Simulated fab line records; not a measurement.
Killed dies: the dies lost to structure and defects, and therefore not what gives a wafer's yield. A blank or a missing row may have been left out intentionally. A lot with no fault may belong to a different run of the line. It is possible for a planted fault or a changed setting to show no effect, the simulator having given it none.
A single fault, viewed from 2 desks    flow n5_finfet    each desk has only its own numbers; what lay behind them comes last

## METROLOGY DESK
What the gauges read for every lot (on any tool): the sampled wafers with a number, averaged. Marked OUT: a lot whose mean sits more than 4 standard deviations from the usual mean, which makes it out of limits; the brackets give that distance. Shown here are 7 of its 10 readings, the ones lying furthest out on some lot.
Columns: A = DIBL_N at N5_BEOL_M4_RC_MEAS_101, usual 36.3 mV/V; B = IOFF_N at N5_BEOL_M4_RC_MEAS_101, usual 0.16 nA/um; C = IOFF_P at N5_BEOL_M4_RC_MEAS_101, usual 0.22 nA/um; D = ION_N at N5_BEOL_M4_RC_MEAS_101, usual 675 uA/um; E = SS_N at N5_BEOL_M4_RC_MEAS_101, usual 71.6 mV/dec; F = SS_P at N5_BEOL_M4_RC_MEAS_101, usual 73.3 mV/dec; G = VT_P at N5_BEOL_M4_RC_MEAS_101, usual -250 mV
lot   first seen here  A     B     C     D    E     F     G
L490  day 9 16:57      37.2  0.16  0.20  677  71.7  73.7  -252
L494  day 10 15:46     36.3  0.16  0.22  673  71.6  73.7  -250
L493  day 10 16:11     37.8  0.18  0.22  686  71.5  72.8  -249
L505  day 13 20:25     38.6  0.21  0.25  685  72.4  74.1  -248
L507  day 14 05:03     36.2  0.13  0.16  670  71.3  72.8  -255
L510  day 15 18:47     35.8  0.14  0.18  674  71.9  73.2  -254
This desk's finding: nothing out of limits on any of the 6 lots.

## AT THE TOOL OWNER'S DESK: thermal_cvd_si-01
The tool's own readings at N5_HKMG_FIN_CVD_62 (deposits a-Si from Si2H6, target thk 3 nm, time 20.8 s): means of the sampled wafers that have a number, for each lot that ran on this tool. Marked OUT: a lot whose mean sits more than 4 standard deviations from the usual mean, which makes it out of limits; the brackets give that distance.
Columns: A = heater_power_w at N5_HKMG_FIN_CVD_62, usual 1415 W
lot   first seen here  A
L493  day 5 09:21      1340
L505  day 8 06:38      1366
L507  day 8 19:29      1375
This desk's finding: nothing out of limits on any of the 3 lots.

## TAKEN TOGETHER
At the metrology desk, nothing out of limits was observed.
The desk of the tool owner found nothing out of limits.

## WHAT THE SIMULATOR PUT IN
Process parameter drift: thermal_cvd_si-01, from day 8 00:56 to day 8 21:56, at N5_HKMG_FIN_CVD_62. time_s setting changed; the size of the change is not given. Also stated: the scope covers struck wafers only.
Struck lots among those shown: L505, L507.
